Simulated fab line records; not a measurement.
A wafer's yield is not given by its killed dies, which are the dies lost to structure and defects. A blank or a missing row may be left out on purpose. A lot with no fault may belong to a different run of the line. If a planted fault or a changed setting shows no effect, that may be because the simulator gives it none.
Lot-split experiment / flow n5_finfet / route with 1938 steps; 7 lots, 21 wafers read

SPLIT DETAILS
At N5_BEOL_M10_COAT_59 (time 60 s, resist thk 100 nm), the setting spin_rpm was moved away from the recipe's 1500 rpm on 9 of the 21 wafers read, by -11.1% to +8.1%. The other wafers ran this setting at the recipe's value.

FROM THE SPLIT TO THE READING: what the file shows between them, 8 steps
- N5_BEOL_M10_COAT_60: time 60 s, resist thk 30 nm (also split here: spin_rpm)
- N5_BEOL_M10_COAT_05: resist thk 90 nm
- N5_BEOL_M10_EBR_07
- N5_BEOL_M10_DESCUM_16: chemistry O2, time 7.9 s
- N5_BEOL_M10_ETCH_61: etches SiARC in CF4, target depth 39 nm, time 65 s
- N5_BEOL_M10_ETCH_62: etches SOC in N2/H2, target depth 110 nm, overetch 22 nm, time 165 s
- N5_BEOL_M10_STRIP_68: strips in N2/H2
- N5_BEOL_M10_STRIP_67: strips in CF4

THE READING
SOC_of_BEOL_M10_COAT_59.thk_nm (the simulator's own value, which no gauge read), in nm, at N5_BEOL_M10_HM_OPEN_17 (chemistry Cl2/BCl3, target TiN, target depth 20 nm, overetch 6 nm). The file gives no usual value for it. Here, 12 wafers ran the recipe; their average is 92.1 nm with a standard deviation of 0.19 nm.

wafer=L076.4; tool, chamber at the split=litho_track-02, 0; spin_rpm as run, rpm=1381; against the recipe=-7.9%; SOC_of_BEOL_M10_COAT_59.thk_nm, nm=96.4; against lot-mates on the recipe=+4.2
wafer=L076.5; tool, chamber at the split=litho_track-02, 0; spin_rpm as run, rpm=1381; against the recipe=-7.9%; SOC_of_BEOL_M10_COAT_59.thk_nm, nm=96.2; against lot-mates on the recipe=+4.0
wafer=L076.6; tool, chamber at the split=litho_track-02, 0; spin_rpm as run, rpm=1500; against the recipe=recipe; SOC_of_BEOL_M10_COAT_59.thk_nm, nm=92.2; against lot-mates on the recipe=-
wafer=L079.2; tool, chamber at the split=litho_track-04, 0; spin_rpm as run, rpm=1500; against the recipe=recipe; SOC_of_BEOL_M10_COAT_59.thk_nm, nm=92.4; against lot-mates on the recipe=-
wafer=L079.3; tool, chamber at the split=litho_track-04, 0; spin_rpm as run, rpm=1500; against the recipe=recipe; SOC_of_BEOL_M10_COAT_59.thk_nm, nm=92; against lot-mates on the recipe=-
wafer=L079.4; tool, chamber at the split=litho_track-04, 0; spin_rpm as run, rpm=1500; against the recipe=recipe; SOC_of_BEOL_M10_COAT_59.thk_nm, nm=92.2; against lot-mates on the recipe=-
wafer=L080.1; tool, chamber at the split=litho_track-01, 0; spin_rpm as run, rpm=1500; against the recipe=recipe; SOC_of_BEOL_M10_COAT_59.thk_nm, nm=91.8; against lot-mates on the recipe=-
wafer=L080.3; tool, chamber at the split=litho_track-01, 0; spin_rpm as run, rpm=1500; against the recipe=recipe; SOC_of_BEOL_M10_COAT_59.thk_nm, nm=91.8; against lot-mates on the recipe=-
wafer=L080.6; tool, chamber at the split=litho_track-01, 0; spin_rpm as run, rpm=1622; against the recipe=+8.1%; SOC_of_BEOL_M10_COAT_59.thk_nm, nm=88.4; against lot-mates on the recipe=-3.4
wafer=L084.1; tool, chamber at the split=litho_track-02, 0; spin_rpm as run, rpm=1500; against the recipe=recipe; SOC_of_BEOL_M10_COAT_59.thk_nm, nm=92; against lot-mates on the recipe=-
wafer=L084.2; tool, chamber at the split=litho_track-02, 0; spin_rpm as run, rpm=1555; against the recipe=+3.7%; SOC_of_BEOL_M10_COAT_59.thk_nm, nm=90; against lot-mates on the recipe=-2.0
wafer=L084.4; tool, chamber at the split=litho_track-02, 0; spin_rpm as run, rpm=1555; against the recipe=+3.7%; SOC_of_BEOL_M10_COAT_59.thk_nm, nm=90.2; against lot-mates on the recipe=-1.8
wafer=L088.3; tool, chamber at the split=litho_track-01, 0; spin_rpm as run, rpm=1334; against the recipe=-11.1%; SOC_of_BEOL_M10_COAT_59.thk_nm, nm=98; against lot-mates on the recipe=+5.8
wafer=L088.4; tool, chamber at the split=litho_track-01, 0; spin_rpm as run, rpm=1500; against the recipe=recipe; SOC_of_BEOL_M10_COAT_59.thk_nm, nm=92.2; against lot-mates on the recipe=-
wafer=L088.5; tool, chamber at the split=litho_track-01, 0; spin_rpm as run, rpm=1334; against the recipe=-11.1%; SOC_of_BEOL_M10_COAT_59.thk_nm, nm=98.4; against lot-mates on the recipe=+6.2
wafer=L087.2; tool, chamber at the split=litho_track-02, 0; spin_rpm as run, rpm=1500; against the recipe=recipe; SOC_of_BEOL_M10_COAT_59.thk_nm, nm=92.2; against lot-mates on the recipe=-
wafer=L087.3; tool, chamber at the split=litho_track-02, 0; spin_rpm as run, rpm=1500; against the recipe=recipe; SOC_of_BEOL_M10_COAT_59.thk_nm, nm=92.2; against lot-mates on the recipe=-
wafer=L087.4; tool, chamber at the split=litho_track-02, 0; spin_rpm as run, rpm=1500; against the recipe=recipe; SOC_of_BEOL_M10_COAT_59.thk_nm, nm=92.4; against lot-mates on the recipe=-
wafer=L092.1; tool, chamber at the split=litho_track-02, 0; spin_rpm as run, rpm=1500; against the recipe=recipe; SOC_of_BEOL_M10_COAT_59.thk_nm, nm=92.2; against lot-mates on the recipe=-
wafer=L092.2; tool, chamber at the split=litho_track-02, 0; spin_rpm as run, rpm=1604; against the recipe=+6.9%; SOC_of_BEOL_M10_COAT_59.thk_nm, nm=88.8; against lot-mates on the recipe=-3.4
wafer=L092.3; tool, chamber at the split=litho_track-02, 0; spin_rpm as run, rpm=1604; against the recipe=+6.9%; SOC_of_BEOL_M10_COAT_59.thk_nm, nm=89; against lot-mates on the recipe=-3.2

FIT RESULTS
A straight line over all 21 wafers: SOC_of_BEOL_M10_COAT_59.thk_nm changes by -0.517 nm for each +1% of spin_rpm; r = -1.00; the points scatter about the line by 0.25 nm.
The same after taking each lot's own level away (the mean of its wafers on the recipe; 21 wafers): -0.508 nm for each +1%; r = -1.00; scatter 0.23 nm.
The reading moves by 5.6 nm for the largest change in spin_rpm, on that fit.
Measured against the standard deviation above, the lots' own levels, which go from 91.80 to 92.27 nm, span 2.5 times it.
So the lot-to-lot level changes the slope little: the two slopes agree.
Check: for one of the wafers moved furthest among these (-11.1%), held out of the fit, the line's prediction against its lot-mates is +5.69 nm. Against them it came out at +5.8 nm.

THE OTHER SPLITS THESE WAFERS WENT THROUGH
Other splits were also applied to these wafers ahead of the reading. Each is held against what the fit with the lots' levels taken away leaves over:
other split on the same wafers=N5_BEOL_M8_COAT_22 spin_rpm; wafers away from the commonest value=8; r with SOC_of_BEOL_M10_COAT_59.thk_nm (lot level and that fit taken away)=+0.08
other split on the same wafers=N5_BEOL_M9_ETCH_61 source_w; wafers away from the commonest value=8; r with SOC_of_BEOL_M10_COAT_59.thk_nm (lot level and that fit taken away)=+0.05
other split on the same wafers=N5_BEOL_M9_COAT_64 spin_rpm; wafers away from the commonest value=7; r with SOC_of_BEOL_M10_COAT_59.thk_nm (lot level and that fit taken away)=-0.08
other split on the same wafers=N5_BEOL_M10_COAT_60 spin_rpm; wafers away from the commonest value=9; r with SOC_of_BEOL_M10_COAT_59.thk_nm (lot level and that fit taken away)=+0.00

THE WHOLE CHAIN: every reading that the file lists as answering this split, in the file's order
step=N5_BEOL_M10_COAT_59; what it does=time 60 s, resist thk 100 nm; reading=SOC_of_BEOL_M10_COAT_59.thk_nm (the simulator's own value, which no gauge read); change (the file's fit)=-0.508 nm for each +1% of the setting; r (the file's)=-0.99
step=N5_BEOL_M10_ETCH_62; what it does=etches SOC in N2/H2, target depth 110 nm, overetch 22 nm, time 165 s; reading=etch.depth_nm (the simulator's own value, which no gauge read); change (the file's fit)=-0.509 nm for each +1% of the setting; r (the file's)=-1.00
step=N5_BEOL_M10_HM_OPEN_17; what it does=chemistry Cl2/BCl3, target TiN, target depth 20 nm, overetch 6 nm; reading=SOC_of_BEOL_M10_COAT_59.thk_nm (the simulator's own value, which no gauge read); change (the file's fit)=-0.5 nm for each +1% of the setting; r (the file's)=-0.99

FILE'S OWN FIT
SOC_of_BEOL_M10_COAT_59.thk_nm changes by -0.5 nm for each +1% of spin_rpm, r = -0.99.
